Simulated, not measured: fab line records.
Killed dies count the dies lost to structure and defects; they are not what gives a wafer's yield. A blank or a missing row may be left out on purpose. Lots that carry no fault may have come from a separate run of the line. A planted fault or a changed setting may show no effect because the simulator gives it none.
The tool behind it: which one? -- flow nandHarc -- 14 lots with 42 wafers sampled at 4 steps, on a route of 1159 steps

== WHAT THE GAUGES SHOWED, per wafer ==
NHARC_THIN_TSV_CD_MEAS_12 targets a cd of 1000 nm.
lot,measured,on,cdNm (nm)
L125,day 19 06:29,cdSem-01,999.4 999.4 1002.4
L126,day 19 07:39,cdSem-02,999.3 1001.1 1000.5
L127,day 19 16:11,cdSem-02,995.2 995.9 996.9
L128,day 20 04:08,cdSem-01,1001.4 1002.0 1000.3
L132,day 20 12:08,cdSem-03,1001.5 1005.6 1002.6
L131,day 20 13:14,cdSem-03,1000.5 999.5 1001.1
L130,day 20 17:07,cdSem-01,1000.6 998.4 1000.7
L134,day 21 03:27,cdSem-02,998.7 998.9 1003.0
L133,day 21 04:36,cdSem-03,998.8 1003.8 1000.3
L139,day 22 16:56,cdSem-02,997.3 995.2 997.9
L141,day 22 18:09,cdSem-01,996.5 997.6 998.3
L145,day 23 12:45,cdSem-02,999.3 999.6 1001.3
L146,day 23 13:48,cdSem-03,999.6 1001.9 1001.3
L147,day 25 01:21,cdSem-03,995.6 998.9 1000.8

NHARC_THIN_TSV_INSPECT_40.
lot,measured,on,rawDefectCount
L125,day 19 16:22,defectInspect-02,317 326 295
L126,day 19 19:28,defectInspect-01,460 400 393
L127,day 20 04:49,defectInspect-02,467 425 321
L128,day 20 16:33,defectInspect-02,479 529 513
L132,day 21 00:10,defectInspect-02,479 431 551
L131,day 21 00:11,defectInspect-02,395 460 495
L130,day 21 05:00,defectInspect-02,599 567 585
L134,day 21 15:58,defectInspect-02,428 347 457
L133,day 21 15:58,defectInspect-02,375 530 362
L139,day 23 05:03,defectInspect-01,547 545 377
L141,day 23 05:03,defectInspect-02,415 418 431
L145,day 24 01:34,defectInspect-01,458 645 519
L146,day 24 01:34,defectInspect-02,383 373 476
L147,day 25 11:45,defectInspect-01,558 454 635

== WHAT TOOL EACH LOT RAN ON (gives the tool, then ch and the chambers of the sampled wafers, and finally the start) ==
lot,NHARC_THIN_TSV_ETCHBACK_48,NHARC_THIN_TSV_DEVELOP_32
L125,"rieDiel-05 ch 0,1,3, day 19 08:48","lithoTrack-07 ch 0, day 19 12:00"
L126,"rieDiel-10 ch 0,1,3, day 19 09:53","lithoTrack-03 ch 0, day 19 13:00"
L127,"rieDiel-11 ch 0,1,2, day 19 18:41","lithoTrack-07 ch 0, day 19 22:00"
L128,"rieDiel-11 ch 2,3, day 20 07:05","lithoTrack-03 ch 0, day 20 10:00"
L132,"rieDiel-05 ch 0,2, day 20 14:33","lithoTrack-07 ch 0, day 20 18:00"
L131,"rieDiel-05 ch 0,3, day 20 15:32","lithoTrack-03 ch 0, day 20 18:00"
L130,"rieDiel-11 ch 0,1,3, day 20 19:22","lithoTrack-02 ch 0, day 20 23:00"
L134,"rieDiel-10 ch 0,2,3, day 21 05:49","lithoTrack-07 ch 0, day 21 09:00"
L133,"rieDiel-05 ch 1,3, day 21 07:14","lithoTrack-02 ch 0, day 21 10:00"
L139,"rieDiel-10 ch 0,1,3, day 22 19:37","lithoTrack-03, day 22 23:00"
L141,"rieDiel-11 ch 0,2, day 22 20:31","lithoTrack-03, day 23 00:00"
L145,"rieDiel-10 ch 0,1, day 23 15:50","lithoTrack-02 ch 0, day 23 19:00"
L146,"rieDiel-05 ch 0,2,3, day 23 16:55","lithoTrack-07 ch 0, day 23 21:00"
L147,"rieDiel-10 ch 1,2,3, day 25 03:37","lithoTrack-02 ch 0, day 25 07:00"
- NHARC_THIN_TSV_ETCHBACK_48: etches the open film in C4F8/Ar, target depth 1028.5 nm, time 405.17 s.
- NHARC_THIN_TSV_DEVELOP_32: time 70 s.

== AS READ BY THE TOOLS THEMSELVES (means over the sampled wafers that have a number; for cases with no such wafer, the mark the record gives instead) ==
NHARC_THIN_TSV_ETCHBACK_48.
lot,tool,oesProductAu (a.u.),rfVppV (V)
L125,rieDiel-05,1.001,546
L126,rieDiel-10,0.993,546
L127,rieDiel-11,0.938,548
L128,rieDiel-11,0.993,552
L132,rieDiel-05,0.920,550
L131,rieDiel-05,0.924,546
L130,rieDiel-11,0.930,548
L134,rieDiel-10,0.933,547
L133,rieDiel-05,0.922,544
L139,rieDiel-10,0.951,545
L141,rieDiel-11,0.929,550
L145,rieDiel-10,0.976,545
L146,rieDiel-05,0.960,547
L147,rieDiel-10,0.919,548

NHARC_THIN_TSV_DEVELOP_32.
lot,tool,chillPlateTempC (C),exhaustPa (Pa)
L125,lithoTrack-07,23.13,45.3
L126,lithoTrack-03,22.90,44.5
L127,lithoTrack-07,22.96,44.3
L128,lithoTrack-03,23.01,44.0
L132,lithoTrack-07,22.94,45.2
L131,lithoTrack-03,23.08,44.2
L130,lithoTrack-02,23.00,45.5
L134,lithoTrack-07,23.05,44.2
L133,lithoTrack-02,23.03,43.9
L139,lithoTrack-03,-,-
L141,lithoTrack-03,-,-
L145,lithoTrack-02,22.93,44.0
L146,lithoTrack-07,23.10,45.3
L147,lithoTrack-02,23.08,44.1

== THE ANSWER, worked out from the rows above alone ==
Rule: the usual values come from the lots themselves. Put in order of their means at a reading, lots are off if they are a third of the lots or fewer, leave a main group of 4 or more, and stand apart from it by a gap of 3 or more times the standard deviation of the main group's means; of several such gaps the widest counts. If all means in a main group match to the digits the tables above print for the reading, that group is not used. Also off: a lot with no number at a reading for which 4 or more lots have one. Where the step has rows for the other lots, those lots are counted as sound. Order of review: gauges by route order, followed by the tools' own readings, for which a lot's mean as printed above is used. At the first step where some lot is off, the reading lying furthest off is the one used; lots without a number count as furthest.
Off: L139, L141, at NHARC_THIN_TSV_DEVELOP_32 (chillPlateTempC). Without a number there: L139, L141. Mean 23.02 C and standard deviation 0.07 in the main group.
A tool fits if, at that step or a process step before it, it ran every lot that is off, and no sound lot after the first of them. One candidate fits, namely lithoTrack-03 at NHARC_THIN_TSV_DEVELOP_32. Its last sound lot is L131 (day 20 18:00), its first lot that is off L139 (day 22 23:00): a fault that began between those two fits.
Blank at NHARC_THIN_TSV_DEVELOP_32 on the lots that are off, where sound lots have numbers: chillPlateTempC, exhaustPa.

== WHAT HAD BEEN PUT IN BY THE SIMULATOR ==
At NHARC_THIN_TSV_DEVELOP_32, the step was skipped entirely on lithoTrack-03 from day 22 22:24 on. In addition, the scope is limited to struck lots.
Shown lots that were struck: L139, L141. This agrees with what the rule above found.
